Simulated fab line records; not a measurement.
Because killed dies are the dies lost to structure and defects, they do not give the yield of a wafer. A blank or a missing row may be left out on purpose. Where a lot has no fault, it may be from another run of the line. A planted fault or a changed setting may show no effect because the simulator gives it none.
Which tool was responsible? / flow nand-harc / 72 wafers from 24 lots sampled at 6 of the route's 1302 steps

## WHAT EACH GAUGE READ, for each wafer
Not one reading of a measure or inspect step in the record can be checked against a usual standard deviation.

## WHAT TOOL EACH LOT RAN ON (gives the tool, then ch and the chambers of the sampled wafers, and finally the start)
lot=L075; NHARC_A_CONTACT_ETCH_137=har-cap-etch-02 ch 0,1, day 22 06:16; NHARC_A_BLC_ETCH_18=rie-diel-13 ch 0,2, day 22 16:33 or earlier; NHARC_A_BLC_CVD_24=cvd-w-02 ch 0,1, day 22 16:33 or earlier; NHARC_A_M0_ANNEAL_30=rtp-anneal-01 ch 0, day 22 16:33; NHARC_A_M1_ETCH_15=rie-diel-03 ch 0,1,3, no start; NHARC_A_M1_PVD_20=pvd-sputter-01, no start
lot=L074; NHARC_A_CONTACT_ETCH_137=har-cap-etch-01 ch 0,1, day 22 22:25; NHARC_A_BLC_ETCH_18=rie-diel-13 ch 1,2,3, day 23 08:29 or earlier; NHARC_A_BLC_CVD_24=cvd-w-01 ch 0,1, day 23 08:29 or earlier; NHARC_A_M0_ANNEAL_30=rtp-anneal-02 ch 0, day 23 08:29; NHARC_A_M1_ETCH_15=rie-diel-08 ch 0,3, no start; NHARC_A_M1_PVD_20=pvd-sputter-02, no start
lot=L077; NHARC_A_CONTACT_ETCH_137=har-cap-etch-02 ch 0,1, day 23 08:52; NHARC_A_BLC_ETCH_18=rie-diel-06 ch 0,2,3, day 23 19:01 or earlier; NHARC_A_BLC_CVD_24=cvd-w-01 ch 0,1, day 23 19:01 or earlier; NHARC_A_M0_ANNEAL_30=rtp-anneal-02 ch 0, day 23 19:01; NHARC_A_M1_ETCH_15=rie-diel-01 ch 1,2,3, no start; NHARC_A_M1_PVD_20=pvd-sputter-02, no start
lot=L078; NHARC_A_CONTACT_ETCH_137=har-cap-etch-02 ch 0,1, day 23 15:16; NHARC_A_BLC_ETCH_18=rie-diel-13 ch 1,2, day 24 02:00 or earlier; NHARC_A_BLC_CVD_24=cvd-w-02 ch 0,1, day 24 02:00 or earlier; NHARC_A_M0_ANNEAL_30=rtp-anneal-01 ch 0, day 24 02:00; NHARC_A_M1_ETCH_15=rie-diel-01 ch 0,3, no start; NHARC_A_M1_PVD_20=pvd-sputter-01, no start
lot=L079; NHARC_A_CONTACT_ETCH_137=har-cap-etch-03 ch 0,1, day 23 15:53; NHARC_A_BLC_ETCH_18=rie-diel-06 ch 1,2,3, day 24 02:05 or earlier; NHARC_A_BLC_CVD_24=cvd-w-02 ch 0,1, day 24 02:05 or earlier; NHARC_A_M0_ANNEAL_30=rtp-anneal-02 ch 0, day 24 02:05; NHARC_A_M1_ETCH_15=rie-diel-03 ch 0,2, no start; NHARC_A_M1_PVD_20=pvd-sputter-02, no start
lot=L076; NHARC_A_CONTACT_ETCH_137=har-cap-etch-02 ch 0,1, day 23 20:14; NHARC_A_BLC_ETCH_18=rie-diel-06 ch 0,2,3, day 24 06:51 or earlier; NHARC_A_BLC_CVD_24=cvd-w-02 ch 0,1, day 24 06:51 or earlier; NHARC_A_M0_ANNEAL_30=rtp-anneal-02 ch 0, day 24 06:51; NHARC_A_M1_ETCH_15=rie-diel-08 ch 0,1,3, no start; NHARC_A_M1_PVD_20=pvd-sputter-01, no start
lot=L080; NHARC_A_CONTACT_ETCH_137=har-cap-etch-02 ch 0,1, day 24 13:00; NHARC_A_BLC_ETCH_18=rie-diel-06 ch 1,2,3, day 24 23:35 or earlier; NHARC_A_BLC_CVD_24=cvd-w-02 ch 0,1, day 24 23:35 or earlier; NHARC_A_M0_ANNEAL_30=rtp-anneal-02 ch 0, day 24 23:35; NHARC_A_M1_ETCH_15=rie-diel-01 ch 1,2,3, no start; NHARC_A_M1_PVD_20=pvd-sputter-03, no start
lot=L082; NHARC_A_CONTACT_ETCH_137=har-cap-etch-02 ch 0,1, day 25 19:22; NHARC_A_BLC_ETCH_18=rie-diel-13 ch 0,2,3, day 26 05:41 or earlier; NHARC_A_BLC_CVD_24=cvd-w-01 ch 0,1, day 26 05:41 or earlier; NHARC_A_M0_ANNEAL_30=rtp-anneal-01 ch 0, day 26 05:41; NHARC_A_M1_ETCH_15=rie-diel-03 ch 0,2,3, no start; NHARC_A_M1_PVD_20=pvd-sputter-01, no start
lot=L081; NHARC_A_CONTACT_ETCH_137=har-cap-etch-01 ch 0,1, day 25 23:13; NHARC_A_BLC_ETCH_18=rie-diel-06 ch 0,2, day 26 09:28 or earlier; NHARC_A_BLC_CVD_24=cvd-w-02 ch 0,1, day 26 09:28 or earlier; NHARC_A_M0_ANNEAL_30=rtp-anneal-02 ch 0, day 26 09:28; NHARC_A_M1_ETCH_15=rie-diel-08 ch 0,1,3, no start; NHARC_A_M1_PVD_20=pvd-sputter-01, no start
lot=L083; NHARC_A_CONTACT_ETCH_137=har-cap-etch-03 ch 0,1, day 26 08:19; NHARC_A_BLC_ETCH_18=rie-diel-06 ch 2,3, day 26 18:29 or earlier; NHARC_A_BLC_CVD_24=cvd-w-02 ch 0,1, day 26 18:29 or earlier; NHARC_A_M0_ANNEAL_30=rtp-anneal-02 ch 0, day 26 18:29; NHARC_A_M1_ETCH_15=rie-diel-08 ch 2,3, no start; NHARC_A_M1_PVD_20=pvd-sputter-03, no start
lot=L084; NHARC_A_CONTACT_ETCH_137=har-cap-etch-01 ch 0,1, day 27 09:59; NHARC_A_BLC_ETCH_18=rie-diel-06 ch 0,2,3, day 27 20:12 or earlier; NHARC_A_BLC_CVD_24=cvd-w-01 ch 0,1, day 27 20:12 or earlier; NHARC_A_M0_ANNEAL_30=rtp-anneal-01 ch 0, day 27 20:12; NHARC_A_M1_ETCH_15=rie-diel-08 ch 1,2, no start; NHARC_A_M1_PVD_20=pvd-sputter-01, no start
lot=L086; NHARC_A_CONTACT_ETCH_137=har-cap-etch-02 ch 0,1, day 27 11:19; NHARC_A_BLC_ETCH_18=rie-diel-06 ch 1,2, day 27 22:56 or earlier; NHARC_A_BLC_CVD_24=cvd-w-01 ch 0,1, day 27 22:56 or earlier; NHARC_A_M0_ANNEAL_30=rtp-anneal-01 ch 0, day 27 22:56; NHARC_A_M1_ETCH_15=rie-diel-01 ch 1,2, no start; NHARC_A_M1_PVD_20=pvd-sputter-02, no start
lot=L085; NHARC_A_CONTACT_ETCH_137=har-cap-etch-03 ch 1, day 27 15:23; NHARC_A_BLC_ETCH_18=rie-diel-13 ch 0,2,3, day 28 01:40 or earlier; NHARC_A_BLC_CVD_24=cvd-w-02 ch 1, day 28 01:40 or earlier; NHARC_A_M0_ANNEAL_30=rtp-anneal-01 ch 0, day 28 01:40; NHARC_A_M1_ETCH_15=rie-diel-01 ch 0,3, no start; NHARC_A_M1_PVD_20=pvd-sputter-02, no start
lot=L087; NHARC_A_CONTACT_ETCH_137=har-cap-etch-03 ch 0,1, day 27 17:21; NHARC_A_BLC_ETCH_18=rie-diel-13 ch 1,3, day 28 03:34 or earlier; NHARC_A_BLC_CVD_24=cvd-w-02 ch 0,1, day 28 03:34 or earlier; NHARC_A_M0_ANNEAL_30=rtp-anneal-02 ch 0, day 28 03:34; NHARC_A_M1_ETCH_15=rie-diel-01 ch 0,2,3, no start; NHARC_A_M1_PVD_20=pvd-sputter-03, no start
lot=L088; NHARC_A_CONTACT_ETCH_137=har-cap-etch-01 ch 0,1, day 27 22:47; NHARC_A_BLC_ETCH_18=rie-diel-06 ch 1,3, day 28 09:40 or earlier; NHARC_A_BLC_CVD_24=cvd-w-01 ch 0,1, day 28 09:40 or earlier; NHARC_A_M0_ANNEAL_30=rtp-anneal-02 ch 0, day 28 09:40; NHARC_A_M1_ETCH_15=rie-diel-08 ch 0,1,2, no start; NHARC_A_M1_PVD_20=pvd-sputter-02, no start
lot=L089; NHARC_A_CONTACT_ETCH_137=har-cap-etch-02 ch 0,1, day 28 00:28; NHARC_A_BLC_ETCH_18=rie-diel-06 ch 0,1,3, day 28 10:49 or earlier; NHARC_A_BLC_CVD_24=cvd-w-01 ch 0,1, day 28 10:49 or earlier; NHARC_A_M0_ANNEAL_30=rtp-anneal-01 ch 0, day 28 10:49; NHARC_A_M1_ETCH_15=rie-diel-08 ch 0,1,2, no start; NHARC_A_M1_PVD_20=pvd-sputter-01, no start
lot=L091; NHARC_A_CONTACT_ETCH_137=har-cap-etch-03 ch 0,1, day 29 15:17; NHARC_A_BLC_ETCH_18=rie-diel-13 ch 1,2,3, day 30 01:19 or earlier; NHARC_A_BLC_CVD_24=cvd-w-02 ch 0,1, day 30 01:19 or earlier; NHARC_A_M0_ANNEAL_30=rtp-anneal-02 ch 0, day 30 01:19; NHARC_A_M1_ETCH_15=rie-diel-01 ch 1,2, no start; NHARC_A_M1_PVD_20=pvd-sputter-01, no start
lot=L090; NHARC_A_CONTACT_ETCH_137=har-cap-etch-02 ch 0,1, day 29 19:23; NHARC_A_BLC_ETCH_18=rie-diel-02 ch 0,2,3, day 30 05:50 or earlier; NHARC_A_BLC_CVD_24=cvd-w-01 ch 0,1, day 30 05:50 or earlier; NHARC_A_M0_ANNEAL_30=rtp-anneal-02 ch 0, day 30 05:50; NHARC_A_M1_ETCH_15=rie-diel-08 ch 0,1,3, no start; NHARC_A_M1_PVD_20=pvd-sputter-01, no start
lot=L092; NHARC_A_CONTACT_ETCH_137=har-cap-etch-03 ch 0, day 29 21:37; NHARC_A_BLC_ETCH_18=rie-diel-06 ch 0,1,3, day 30 07:49 or earlier; NHARC_A_BLC_CVD_24=cvd-w-01 ch 0,1, day 30 07:49 or earlier; NHARC_A_M0_ANNEAL_30=rtp-anneal-02 ch 0, day 30 07:49; NHARC_A_M1_ETCH_15=rie-diel-01 ch 0,1,3, no start; NHARC_A_M1_PVD_20=pvd-sputter-02, no start
lot=L093; NHARC_A_CONTACT_ETCH_137=har-cap-etch-03 ch 0,1, day 30 13:50; NHARC_A_BLC_ETCH_18=rie-diel-13 ch 1,2, day 31 00:11 or earlier; NHARC_A_BLC_CVD_24=cvd-w-01 ch 0,1, day 31 00:11 or earlier; NHARC_A_M0_ANNEAL_30=rtp-anneal-02 ch 0, day 31 00:11; NHARC_A_M1_ETCH_15=rie-diel-01 ch 0,3, no start; NHARC_A_M1_PVD_20=pvd-sputter-03, no start
lot=L095; NHARC_A_CONTACT_ETCH_137=har-cap-etch-02 ch 0,1, day 30 19:37; NHARC_A_BLC_ETCH_18=rie-diel-06 ch 0,2,3, day 31 06:12 or earlier; NHARC_A_BLC_CVD_24=cvd-w-02 ch 0,1, day 31 06:12 or earlier; NHARC_A_M0_ANNEAL_30=rtp-anneal-02 ch 0, day 31 06:12; NHARC_A_M1_ETCH_15=rie-diel-01 ch 0,2, day 31 08:49; NHARC_A_M1_PVD_20=pvd-sputter-01, no start
lot=L094; NHARC_A_CONTACT_ETCH_137=har-cap-etch-03 ch 0,1, day 30 21:12; NHARC_A_BLC_ETCH_18=rie-diel-06 ch 1,2,3, day 31 07:21 or earlier; NHARC_A_BLC_CVD_24=cvd-w-02 ch 0,1, day 31 07:21 or earlier; NHARC_A_M0_ANNEAL_30=rtp-anneal-01 ch 0, day 31 07:21; NHARC_A_M1_ETCH_15=rie-diel-03 ch 1,2, no start; NHARC_A_M1_PVD_20=pvd-sputter-03, no start
lot=L096; NHARC_A_CONTACT_ETCH_137=har-cap-etch-03 ch 0,1, day 31 08:05; NHARC_A_BLC_ETCH_18=rie-diel-13 ch 0,1,3, day 31 18:35 or earlier; NHARC_A_BLC_CVD_24=cvd-w-02 ch 0,1, day 31 18:35 or earlier; NHARC_A_M0_ANNEAL_30=rtp-anneal-01 ch 0, day 31 18:35; NHARC_A_M1_ETCH_15=rie-diel-03 ch 0,1,2, no start; NHARC_A_M1_PVD_20=pvd-sputter-03, no start
lot=L097; NHARC_A_CONTACT_ETCH_137=har-cap-etch-02 ch 0,1, day 32 03:08; NHARC_A_BLC_ETCH_18=rie-diel-13 ch 0,1,3, day 32 13:15 or earlier; NHARC_A_BLC_CVD_24=cvd-w-02 ch 0,1, day 32 13:15 or earlier; NHARC_A_M0_ANNEAL_30=rtp-anneal-02 ch 0, day 32 13:15; NHARC_A_M1_ETCH_15=rie-diel-08 ch 1,2, no start; NHARC_A_M1_PVD_20=pvd-sputter-02, no start
- NHARC_A_CONTACT_ETCH_137: etches the open film in C4F8/O2/Ar, time 311 s, target depth 1912 nm.
- NHARC_A_BLC_ETCH_18: etches the open film in C4F8/O2/Ar, target depth 910 nm.
- NHARC_A_BLC_CVD_24: deposits W, target thk 150 nm, time 434 s.
- NHARC_A_M0_ANNEAL_30: time 90 s.
- NHARC_A_M1_ETCH_15: etches the open film in C4F8/Ar, target depth 182.5 nm, time 91.2 s.
- NHARC_A_M1_PVD_20: deposits TaN, target thk 5 nm, time 8.06 s.

## AS READ BY THE TOOLS THEMSELVES (means over the sampled wafers that have a number; for cases with no such wafer, the mark the record gives instead)
NHARC_A_BLC_ETCH_18. Usual: oes-product-au 0.947 a.u., standard deviation 0.021; rf-vpp-V 975.6 V, standard deviation 2.6.
lot=L075; tool=rie-diel-13; oes-product-au (a.u.)=0.930; rf-vpp-V (V)=976.4; flag=
lot=L074; tool=rie-diel-13; oes-product-au (a.u.)=0.965; rf-vpp-V (V)=976.8; flag=
lot=L077; tool=rie-diel-06; oes-product-au (a.u.)=0.962; rf-vpp-V (V)=975.8; flag=
lot=L078; tool=rie-diel-13; oes-product-au (a.u.)=0.984; rf-vpp-V (V)=975.9; flag=
lot=L079; tool=rie-diel-06; oes-product-au (a.u.)=0.947; rf-vpp-V (V)=975.4; flag=
lot=L076; tool=rie-diel-06; oes-product-au (a.u.)=0.962; rf-vpp-V (V)=976.0; flag=
lot=L080; tool=rie-diel-06; oes-product-au (a.u.)=0.932; rf-vpp-V (V)=976.2; flag=
lot=L082; tool=rie-diel-13; oes-product-au (a.u.)=0.962; rf-vpp-V (V)=976.0; flag=
lot=L081; tool=rie-diel-06; oes-product-au (a.u.)=0.963; rf-vpp-V (V)=977.3; flag=
lot=L083; tool=rie-diel-06; oes-product-au (a.u.)=0.972; rf-vpp-V (V)=975.3; flag=
lot=L084; tool=rie-diel-06; oes-product-au (a.u.)=0.926; rf-vpp-V (V)=975.8; flag=
lot=L086; tool=rie-diel-06; oes-product-au (a.u.)=0.930; rf-vpp-V (V)=974.4; flag=
lot=L085; tool=rie-diel-13; oes-product-au (a.u.)=0.921; rf-vpp-V (V)=976.1; flag=
lot=L087; tool=rie-diel-13; oes-product-au (a.u.)=0.920; rf-vpp-V (V)=973.4; flag=
lot=L088; tool=rie-diel-06; oes-product-au (a.u.)=0.946; rf-vpp-V (V)=975.0; flag=
lot=L089; tool=rie-diel-06; oes-product-au (a.u.)=0.928; rf-vpp-V (V)=975.4; flag=
lot=L091; tool=rie-diel-13; oes-product-au (a.u.)=0.965; rf-vpp-V (V)=976.6; flag=
lot=L090; tool=rie-diel-02; oes-product-au (a.u.)=0.927; rf-vpp-V (V)=972.3; flag=
lot=L092; tool=rie-diel-06; oes-product-au (a.u.)=0.961; rf-vpp-V (V)=974.6; flag=
lot=L093; tool=rie-diel-13; oes-product-au (a.u.)=0.974; rf-vpp-V (V)=978.4; flag=
lot=L095; tool=rie-diel-06; oes-product-au (a.u.)=0.924; rf-vpp-V (V)=976.0; flag=
lot=L094; tool=rie-diel-06; oes-product-au (a.u.)=0.972; rf-vpp-V (V)=975.3; flag=
lot=L096; tool=rie-diel-13; oes-product-au (a.u.)=0.927; rf-vpp-V (V)=974.7; flag=
lot=L097; tool=rie-diel-13; oes-product-au (a.u.)=0.952; rf-vpp-V (V)=973.8; flag=

NHARC_A_BLC_CVD_24. Usual: chamber-pressure-Torr 40.00 Torr, standard deviation 0.075; heater-power-w 478 W, standard deviation 19; mfc-ar-sccm 1559 sccm, standard deviation 4.6; throttle-valve-pct 8.21 %, standard deviation 0.23.
lot=L075; tool=cvd-w-02; chamber-pressure-Torr (Torr)=40.01; heater-power-w (W)=484; mfc-ar-sccm (sccm)=1560; throttle-valve-pct (%)=8.32; flag=
lot=L074; tool=cvd-w-01; chamber-pressure-Torr (Torr)=39.94; heater-power-w (W)=484; mfc-ar-sccm (sccm)=1564; throttle-valve-pct (%)=8.07; flag=
lot=L077; tool=cvd-w-01; chamber-pressure-Torr (Torr)=40.03; heater-power-w (W)=484; mfc-ar-sccm (sccm)=1555; throttle-valve-pct (%)=8.13; flag=
lot=L078; tool=cvd-w-02; chamber-pressure-Torr (Torr)=40.06; heater-power-w (W)=492; mfc-ar-sccm (sccm)=1560; throttle-valve-pct (%)=8.36; flag=
lot=L079; tool=cvd-w-02; chamber-pressure-Torr (Torr)=39.99; heater-power-w (W)=480; mfc-ar-sccm (sccm)=1554; throttle-valve-pct (%)=8.40; flag=
lot=L076; tool=cvd-w-02; chamber-pressure-Torr (Torr)=39.96; heater-power-w (W)=481; mfc-ar-sccm (sccm)=1562; throttle-valve-pct (%)=8.35; flag=
lot=L080; tool=cvd-w-02; chamber-pressure-Torr (Torr)=39.96; heater-power-w (W)=475; mfc-ar-sccm (sccm)=1559; throttle-valve-pct (%)=8.42; flag=
lot=L082; tool=cvd-w-01; chamber-pressure-Torr (Torr)=40.06; heater-power-w (W)=472; mfc-ar-sccm (sccm)=1561; throttle-valve-pct (%)=8.02; flag=
lot=L081; tool=cvd-w-02; chamber-pressure-Torr (Torr)=40.04; heater-power-w (W)=491; mfc-ar-sccm (sccm)=1562; throttle-valve-pct (%)=8.36; flag=
lot=L083; tool=cvd-w-02; chamber-pressure-Torr (Torr)=40.01; heater-power-w (W)=497; mfc-ar-sccm (sccm)=1562; throttle-valve-pct (%)=8.34; flag=
lot=L084; tool=cvd-w-01; chamber-pressure-Torr (Torr)=40.10; heater-power-w (W)=472; mfc-ar-sccm (sccm)=1561; throttle-valve-pct (%)=8.03; flag=
lot=L086; tool=cvd-w-01; chamber-pressure-Torr (Torr)=39.99; heater-power-w (W)=463; mfc-ar-sccm (sccm)=1555; throttle-valve-pct (%)=8.11; flag=
lot=L085; tool=cvd-w-02; chamber-pressure-Torr (Torr)=40.03; heater-power-w (W)=474; mfc-ar-sccm (sccm)=1553; throttle-valve-pct (%)=8.29; flag=
lot=L087; tool=cvd-w-02; chamber-pressure-Torr (Torr)=39.95; heater-power-w (W)=469; mfc-ar-sccm (sccm)=1563; throttle-valve-pct (%)=8.35; flag=
lot=L088; tool=cvd-w-01; chamber-pressure-Torr (Torr)=40.00; heater-power-w (W)=478; mfc-ar-sccm (sccm)=1562; throttle-valve-pct (%)=8.07; flag=
lot=L089; tool=cvd-w-01; chamber-pressure-Torr (Torr)=39.96; heater-power-w (W)=470; mfc-ar-sccm (sccm)=1560; throttle-valve-pct (%)=8.09; flag=
lot=L091; tool=cvd-w-02; chamber-pressure-Torr (Torr)=39.95; heater-power-w (W)=476; mfc-ar-sccm (sccm)=1556; throttle-valve-pct (%)=8.35; flag=
lot=L090; tool=cvd-w-01; chamber-pressure-Torr (Torr)=40.02; heater-power-w (W)=487; mfc-ar-sccm (sccm)=1560; throttle-valve-pct (%)=8.07; flag=
lot=L092; tool=cvd-w-01; chamber-pressure-Torr (Torr)=40.02; heater-power-w (W)=484; mfc-ar-sccm (sccm)=1556; throttle-valve-pct (%)=8.07; flag=
lot=L093; tool=cvd-w-01; chamber-pressure-Torr (Torr)=40.00; heater-power-w (W)=465; mfc-ar-sccm (sccm)=1558; throttle-valve-pct (%)=7.98; flag=
lot=L095; tool=cvd-w-02; chamber-pressure-Torr (Torr)=40.00; heater-power-w (W)=479; mfc-ar-sccm (sccm)=1556; throttle-valve-pct (%)=8.48; flag=
lot=L094; tool=cvd-w-02; chamber-pressure-Torr (Torr)=40.08; heater-power-w (W)=480; mfc-ar-sccm (sccm)=1561; throttle-valve-pct (%)=8.37; flag=
lot=L096; tool=cvd-w-02; chamber-pressure-Torr (Torr)=40.02; heater-power-w (W)=468; mfc-ar-sccm (sccm)=1558; throttle-valve-pct (%)=8.33; flag=
lot=L097; tool=cvd-w-02; chamber-pressure-Torr (Torr)=39.97; heater-power-w (W)=476; mfc-ar-sccm (sccm)=1563; throttle-valve-pct (%)=8.28; flag=

NHARC_A_M0_ANNEAL_30. Usual: anneal-temp-c-max 225.69, standard deviation 0.21; wafer_temp_C_max 225.75, standard deviation 0.21.
lot=L075 tool=rtp-anneal-01 anneal-temp-c-max=225.69 wafer_temp_C_max=225.60 flag=
lot=L074 tool=rtp-anneal-02 anneal-temp-c-max=225.75 wafer_temp_C_max=226.05 flag=
lot=L077 tool=rtp-anneal-02 anneal-temp-c-max=225.78 wafer_temp_C_max=225.90 flag=
lot=L078 tool=rtp-anneal-01 anneal-temp-c-max=225.72 wafer_temp_C_max=225.82 flag=
lot=L079 tool=rtp-anneal-02 anneal-temp-c-max=225.62 wafer_temp_C_max=225.60 flag=
lot=L076 tool=rtp-anneal-02 anneal-temp-c-max=225.66 wafer_temp_C_max=225.78 flag=
lot=L080 tool=rtp-anneal-02 anneal-temp-c-max=225.84 wafer_temp_C_max=225.73 flag=
lot=L082 tool=rtp-anneal-01 anneal-temp-c-max=225.44 wafer_temp_C_max=225.76 flag=
lot=L081 tool=rtp-anneal-02 anneal-temp-c-max=225.99 wafer_temp_C_max=225.62 flag=
lot=L083 tool=rtp-anneal-02 anneal-temp-c-max=225.74 wafer_temp_C_max=225.77 flag=
lot=L084 tool=rtp-anneal-01 anneal-temp-c-max=225.58 wafer_temp_C_max=225.52 flag=
lot=L086 tool=rtp-anneal-01 anneal-temp-c-max=225.57 wafer_temp_C_max=225.66 flag=
lot=L085 tool=rtp-anneal-01 anneal-temp-c-max=225.23 wafer_temp_C_max=225.60 flag=
lot=L087 tool=rtp-anneal-02 anneal-temp-c-max=225.61 wafer_temp_C_max=226.13 flag=
lot=L088 tool=rtp-anneal-02 anneal-temp-c-max=225.83 wafer_temp_C_max=225.75 flag=
lot=L089 tool=rtp-anneal-01 anneal-temp-c-max=225.70 wafer_temp_C_max=225.81 flag=
lot=L091 tool=rtp-anneal-02 anneal-temp-c-max=225.94 wafer_temp_C_max=225.81 flag=
lot=L090 tool=rtp-anneal-02 anneal-temp-c-max=225.87 wafer_temp_C_max=225.68 flag=
lot=L092 tool=rtp-anneal-02 anneal-temp-c-max=225.74 wafer_temp_C_max=225.81 flag=
lot=L093 tool=rtp-anneal-02 anneal-temp-c-max=226.00 wafer_temp_C_max=225.78 flag=
lot=L095 tool=rtp-anneal-02 anneal-temp-c-max=225.54 wafer_temp_C_max=225.89 flag=
lot=L094 tool=rtp-anneal-01 anneal-temp-c-max=225.69 wafer_temp_C_max=225.87 flag=
lot=L096 tool=rtp-anneal-01 anneal-temp-c-max=225.62 wafer_temp_C_max=225.53 flag=
lot=L097 tool=rtp-anneal-02 anneal-temp-c-max=225.62 wafer_temp_C_max=225.90 flag=

NHARC_A_M1_ETCH_15. Usual: oes-product-au 0.956 a.u., standard deviation 0.019; rf-vpp-V 440 V, standard deviation 3.4.
lot=L075; tool=rie-diel-03; oes-product-au (a.u.)=0.948; rf-vpp-V (V)=441; flag=
lot=L074; tool=rie-diel-08; oes-product-au (a.u.)=0.930; rf-vpp-V (V)=441; flag=
lot=L077; tool=rie-diel-01; oes-product-au (a.u.)=0.971; rf-vpp-V (V)=444; flag=
lot=L078; tool=rie-diel-01; oes-product-au (a.u.)=0.974; rf-vpp-V (V)=443; flag=
lot=L079; tool=rie-diel-03; oes-product-au (a.u.)=0.961; rf-vpp-V (V)=442; flag=
lot=L076; tool=rie-diel-08; oes-product-au (a.u.)=0.975; rf-vpp-V (V)=440; flag=
lot=L080; tool=rie-diel-01; oes-product-au (a.u.)=0.967; rf-vpp-V (V)=443; flag=
lot=L082; tool=rie-diel-03; oes-product-au (a.u.)=0.955; rf-vpp-V (V)=442; flag=
lot=L081; tool=rie-diel-08; oes-product-au (a.u.)=0.922; rf-vpp-V (V)=438; flag=
lot=L083; tool=rie-diel-08; oes-product-au (a.u.)=0.962; rf-vpp-V (V)=436; flag=
lot=L084; tool=rie-diel-08; oes-product-au (a.u.)=0.925; rf-vpp-V (V)=436; flag=
lot=L086; tool=rie-diel-01; oes-product-au (a.u.)=0.970; rf-vpp-V (V)=444; flag=
lot=L085; tool=rie-diel-01; oes-product-au (a.u.)=0.953; rf-vpp-V (V)=440; flag=
lot=L087; tool=rie-diel-01; oes-product-au (a.u.)=0.966; rf-vpp-V (V)=442; flag=
lot=L088; tool=rie-diel-08; oes-product-au (a.u.)=0.919; rf-vpp-V (V)=439; flag=
lot=L089; tool=rie-diel-08; oes-product-au (a.u.)=0.966; rf-vpp-V (V)=438; flag=
lot=L091; tool=rie-diel-01; oes-product-au (a.u.)=0.968; rf-vpp-V (V)=444; flag=
lot=L090; tool=rie-diel-08; oes-product-au (a.u.)=0.927; rf-vpp-V (V)=438; flag=
lot=L092; tool=rie-diel-01; oes-product-au (a.u.)=0.955; rf-vpp-V (V)=442; flag=
lot=L093; tool=rie-diel-01; oes-product-au (a.u.)=0.959; rf-vpp-V (V)=442; flag=
lot=L095; tool=rie-diel-01; oes-product-au (a.u.)=0.949; rf-vpp-V (V)=443; flag=
lot=L094; tool=rie-diel-03; oes-product-au (a.u.)=0.975; rf-vpp-V (V)=440; flag=
lot=L096; tool=rie-diel-03; oes-product-au (a.u.)=0.970; rf-vpp-V (V)=440; flag=
lot=L097; tool=rie-diel-08; oes-product-au (a.u.)=0.968; rf-vpp-V (V)=437; flag=

NHARC_A_M1_PVD_20. Usual: substrate-temp-c 50.00 C, standard deviation 0.12; throttle-valve-pct 30.0 %, standard deviation 1.2.
lot=L075; tool=pvd-sputter-01; substrate-temp-c (C)=50.01; throttle-valve-pct (%)=28.9; flag=
lot=L074; tool=pvd-sputter-02; substrate-temp-c (C)=49.93; throttle-valve-pct (%)=31.3; flag=
lot=L077; tool=pvd-sputter-02; substrate-temp-c (C)=49.97; throttle-valve-pct (%)=30.6; flag=
lot=L078; tool=pvd-sputter-01; substrate-temp-c (C)=49.98; throttle-valve-pct (%)=29.2; flag=
lot=L079; tool=pvd-sputter-02; substrate-temp-c (C)=50.07; throttle-valve-pct (%)=30.6; flag=
lot=L076; tool=pvd-sputter-01; substrate-temp-c (C)=49.84; throttle-valve-pct (%)=29.3; flag=
lot=L080; tool=pvd-sputter-03; substrate-temp-c (C)=50.03; throttle-valve-pct (%)=30.5; flag=
lot=L082; tool=pvd-sputter-01; substrate-temp-c (C)=49.97; throttle-valve-pct (%)=29.2; flag=
lot=L081; tool=pvd-sputter-01; substrate-temp-c (C)=50.04; throttle-valve-pct (%)=29.8; flag=
lot=L083; tool=pvd-sputter-03; substrate-temp-c (C)=49.92; throttle-valve-pct (%)=29.5; flag=
lot=L084; tool=pvd-sputter-01; substrate-temp-c (C)=49.89; throttle-valve-pct (%)=29.9; flag=
lot=L086; tool=pvd-sputter-02; substrate-temp-c (C)=49.89; throttle-valve-pct (%)=30.6; flag=
lot=L085; tool=pvd-sputter-02; substrate-temp-c (C)=50.07; throttle-valve-pct (%)=30.6; flag=
lot=L087; tool=pvd-sputter-03; substrate-temp-c (C)=50.11; throttle-valve-pct (%)=29.9; flag=
lot=L088; tool=pvd-sputter-02; substrate-temp-c (C)=50.01; throttle-valve-pct (%)=31.1; flag=
lot=L089; tool=pvd-sputter-01; substrate-temp-c (C)=50.07; throttle-valve-pct (%)=30.3; flag=
lot=L091; tool=pvd-sputter-01; substrate-temp-c (C)=50.07; throttle-valve-pct (%)=29.1; flag=
lot=L090; tool=pvd-sputter-01; substrate-temp-c (C)=50.01; throttle-valve-pct (%)=29.2; flag=
lot=L092; tool=pvd-sputter-02; substrate-temp-c (C)=50.10; throttle-valve-pct (%)=31.4; flag=
lot=L093; tool=pvd-sputter-03; substrate-temp-c (C)=50.16; throttle-valve-pct (%)=30.5; flag=
lot=L095; tool=pvd-sputter-01; substrate-temp-c (C)=49.98; throttle-valve-pct (%)=28.9; flag=
lot=L094; tool=pvd-sputter-03; substrate-temp-c (C)=50.04; throttle-valve-pct (%)=29.9; flag=
lot=L096; tool=pvd-sputter-03; substrate-temp-c (C)=50.10; throttle-valve-pct (%)=29.6; flag=
lot=L097; tool=pvd-sputter-02; substrate-temp-c (C)=49.99; throttle-valve-pct (%)=30.1; flag=

## THE ANSWER, worked out from the rows above alone
Rule: a lot is off if the mean of its wafers that have a number lies more than 3 standard deviations from the usual mean. A lot without any number at a reading at which 4 lots or more have one is off too. Any other lot the step has rows for is counted as sound. The gauges are gone through in route order, then the tools' own readings, and for those a lot's mean is taken as printed above. The first step at which some lot is off is used, and at that step the reading that is off furthest; a lot without a number counts as furthest.
Across all readings shown, no lot is off: no conclusion can be drawn from this.

## WHAT THE SIMULATOR PUT IN
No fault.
